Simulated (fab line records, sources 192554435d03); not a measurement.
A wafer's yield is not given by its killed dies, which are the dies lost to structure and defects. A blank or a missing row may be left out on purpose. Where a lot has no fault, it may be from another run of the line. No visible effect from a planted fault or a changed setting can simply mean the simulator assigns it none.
Comparing a struck lot with a sound one + flow n5Finfet + 14 out of 1938 route steps
Sound: the wafers L286.1, L286.4, L286.6. Struck: wafers L291.4, L291.5, L291.6. The cause is given at the end.
Order at every step that has rows: each side's tool, ch and its chambers, its first start. Under that, the readings that differ: sound wafers + struck wafers + difference of the means + sigmas: that difference in standard deviations of wafers without a fault.
alike: a reading whose means differ by less than 2 such deviations, as well as words and numbers matching on both sides. not compared: withheld readings; readings where some wafer has no value; bounds like >300 that might hide an equal value; numbers whose values overlap and for which the record gives no deviation.
Wherever a step has rows on one side only, a row that says differs or no value, or a row with sigmas, the two part there. Non-overlapping numbers with no deviation appear without sigmas and do not part them. Lack of a reading on every wafer of one side parts them only where that side has two or more wafers.

N5_BEOL_M7_RS_MEAS_57: uses a four-point probe to measure.
  sound on filmMetro-01, day 11 05:17; struck on filmMetro-01, day 12 22:55
  alike: M7_RS
N5_BEOL_M7_INSPECT_58: inspects for defects (darkfield).
  sound on defectInspect-01, day 11 05:18; struck on defectInspect-01, day 12 22:57
| reading        | sound    | struck     | difference | sigmas |
|----------------|----------|------------|------------|--------|
| rawDefectCount | 52 62 44 | 133 84 105 | +55        | +2     |
N5_BEOL_M8_ILD_DEP_00: deposits SiCOH lowk from DEMS/porogen, target thk 179.75 nm, time 33.4 s.
  sound on pecvd-02 ch 0,2, day 11 05:20; struck on pecvd-03 ch 0,1,2, day 12 23:01
  alike: heaterPowerW, showerheadPlenumPTorr, susceptorTempC, throttleValvePct
N5_BEOL_M8_CURE_74: cures SiCOH lowk, time 240 s.
  sound on uvCure-03 ch 2, day 11 05:26; struck on uvCure-02 ch 0, day 12 23:17
  alike: lampPowerPct, wafer_temp_C_max
N5_BEOL_M8_THK_MEAS_01:
  sound on filmMetro-02, day 11 05:56; struck on filmMetro-02, day 12 23:34
  alike: M8_ILD_THK
N5_BEOL_M8_PECVD_70: deposits SiO2 from TEOS/O2, target thk 20 nm, time 22.7 s.
  sound on pecvd-01 ch 0,2, day 11 05:59; struck on pecvd-03 ch 0,1,2, day 12 23:37
  alike: heaterPowerW, showerheadPlenumPTorr, susceptorTempC, throttleValvePct
N5_BEOL_M8_HM_DEP_02: deposits TiN, target thk 20 nm.
  sound on pvdSputter-03, day 11 06:57; struck on pvdSputter-03, day 12 23:40
  alike: susceptorTempC, throttleValvePct
then, 5 steps without rows for these wafers: N5_BEOL_M8_COAT_59 (time 60 s, resist thk 100 nm); N5_BEOL_M8_COAT_60 (time 60 s, resist thk 35 nm); N5_BEOL_M8_COAT_05 (resist thk 90 nm); N5_BEOL_M8_EBR_07; N5_BEOL_M8_SOFTBAKE_06 (time 60 s).
N5_BEOL_M8_EXPOSE_08: exposes mask M8.
  sound on arfiScanner-01 ch 0, day 11 07:19; struck on arfiScanner-01 ch 0, day 13 00:03
| reading           | sound             | struck            | difference | sigmas |
|-------------------|-------------------|-------------------|------------|--------|
| exposureDoseMJCm2 | 68.19 68.12 68.17 | 67.62 67.66 67.58 | -0.54      | -7     |
  alike: mask
then, 1 step without rows for these wafers: N5_BEOL_M8_PEB_09 (peb time 60 s).

WHERE THEY PART
Last at N5_BEOL_M8_EXPOSE_08 as far as this record goes, first at N5_BEOL_M7_INSPECT_58.

WHY: what had been put in by the simulator
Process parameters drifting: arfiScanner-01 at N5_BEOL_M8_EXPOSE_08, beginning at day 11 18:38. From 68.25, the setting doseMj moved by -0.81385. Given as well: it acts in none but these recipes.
